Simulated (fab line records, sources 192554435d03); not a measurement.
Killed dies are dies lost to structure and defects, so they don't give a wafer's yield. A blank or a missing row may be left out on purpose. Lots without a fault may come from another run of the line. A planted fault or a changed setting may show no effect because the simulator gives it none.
One fault seen from 3 desks | flow n5_finfet | each desk has only its own numbers; what lay behind them comes last

THE DEFECT DESK
What the inspections along the route counted, lot by lot: means of the sampled wafers that have a number. A lot is out of limits, marked OUT, if its mean lies more than 4 standard deviations from the usual mean; the brackets give that distance.
Columns: A = raw_defect_count at N5_BEOL_M2_INSPECT_59, usual 68
lot  | first seen here | A
L226 | day 8 02:51     | 70
L225 | day 8 03:13     | 78
L227 | day 8 23:01     | 43
L229 | day 9 06:46     | 61
L232 | day 9 11:27     | 67
L233 | day 10 08:05    | 62
L236 | day 10 21:12    | 73
L239 | day 11 05:22    | 55
L244 | day 12 22:59    | 46
This desk's finding: nothing out of limits on any of the 9 lots.

THE TOOL OWNER'S DESK: pecvd-03
The tool's own readings at N5_BEOL_M3_PECVD_72 (deposits SiO2 from TEOS/O2, target thk 16 nm, time 18 s): means of the sampled wafers that have a number, for each lot that ran on this tool. A lot is out of limits, marked OUT, if its mean lies more than 4 standard deviations from the usual mean; the brackets give that distance.
Columns: A = heater_power_w at N5_BEOL_M3_PECVD_72, usual 746 W; B = showerhead_plenum_p_Torr at N5_BEOL_M3_PECVD_72, usual 8.81 Torr; C = susceptor_temp_C at N5_BEOL_M3_PECVD_72, usual 399.99 C; D = throttle_valve_pct at N5_BEOL_M3_PECVD_72, usual 22.4 %
lot  | first seen here | A   | B    | C                | D
L226 | day 8 03:12     | 856 | 8.87 | 399.93           | 22.1
L227 | day 8 23:11     | 798 | 8.87 | 400.23           | 22.3
L232 | day 9 11:36     | 678 | 8.85 | 399.96           | 21.6
L233 | day 10 08:16    | 708 | 8.87 | 400.01           | 21.9
L236 | day 10 21:20    | 741 | 8.86 | 404.57 (+21) OUT | 21.6
L239 | day 11 05:30    | 644 | 8.83 | 409.33 (+42) OUT | 20.7
This desk's finding: out of limits on L236, L239; first on L236, day 10 21:20 (susceptor_temp_C at N5_BEOL_M3_PECVD_72). In limits: L226, L227, L232, L233.

THE METROLOGY DESK
What the gauges read, lot by lot, whatever tool the lot ran on: means of the sampled wafers that have a number. A lot is out of limits, marked OUT, if its mean lies more than 4 standard deviations from the usual mean; the brackets give that distance. Of its 11 readings 7 are shown: those that lie furthest out on some lot.
Columns: A = M3_ILD_THK at N5_BEOL_M3_THK_MEAS_01, usual 79.6 nm; B = DIBL_N at N5_BEOL_M4_RC_MEAS_101, usual 36.0 mV/V; C = DIBL_P at N5_BEOL_M4_RC_MEAS_101, usual 35.9 mV/V; D = IOFF_N at N5_BEOL_M4_RC_MEAS_101, usual 0.16 nA/um; E = ION_N at N5_BEOL_M4_RC_MEAS_101, usual 675 uA/um; F = VT_N at N5_BEOL_M4_RC_MEAS_101, usual 250 mV; G = VT_P at N5_BEOL_M4_RC_MEAS_101, usual -251 mV
lot  | first seen here | A    | B    | C    | D    | E   | F   | G
L226 | day 8 03:10     | 80.1 | 36.0 | 35.7 | 0.16 | 676 | 249 | -251
L225 | day 8 03:20     | 79.9 | 33.1 | 32.1 | 0.11 | 661 | 258 | -255
L227 | day 8 23:08     | 79.1 | 40.7 | 39.7 | 0.22 | 688 | 247 | -249
L229 | day 9 06:53     | 78.9 | 37.3 | 37.0 | 0.17 | 673 | 250 | -254
L232 | day 9 11:34     | 81.7 | 36.4 | 34.5 | 0.14 | 666 | 251 | -247
L233 | day 10 08:12    | 80.5 | 35.2 | 35.7 | 0.15 | 674 | 248 | -252
L236 | day 10 21:18    | 79.6 | 34.6 | 34.1 | 0.13 | 653 | 252 | -257
L239 | day 11 05:28    | 80.1 | 37.9 | 35.9 | 0.16 | 679 | 249 | -251
L244 | day 12 23:05    | 79.5 | 35.8 | 37.2 | 0.18 | 692 | 245 | -246
This desk's finding: nothing out of limits on any of the 9 lots.

PUT TOGETHER
The tool owner's desk could have raised an alarm at day 10 21:20, on L236, L239.
The defect desk saw nothing out of limits.
The metrology desk saw nothing out of limits.
The defect desk has L236, L239 on record, within its limits.
The metrology desk has L236, L239 on record, within its limits.
Of the lots named, all ran N5_BEOL_M3_PECVD_72 on pecvd-03.

WHAT THE SIMULATOR HAD PUT IN
Process parameter drift: pecvd-03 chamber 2, from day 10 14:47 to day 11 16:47, at N5_BEOL_M3_PECVD_72. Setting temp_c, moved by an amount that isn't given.
Lots struck among those shown: L236, L239.
Hours from the fault's start to each desk's first reading out of limits: the tool owner's desk, 7.
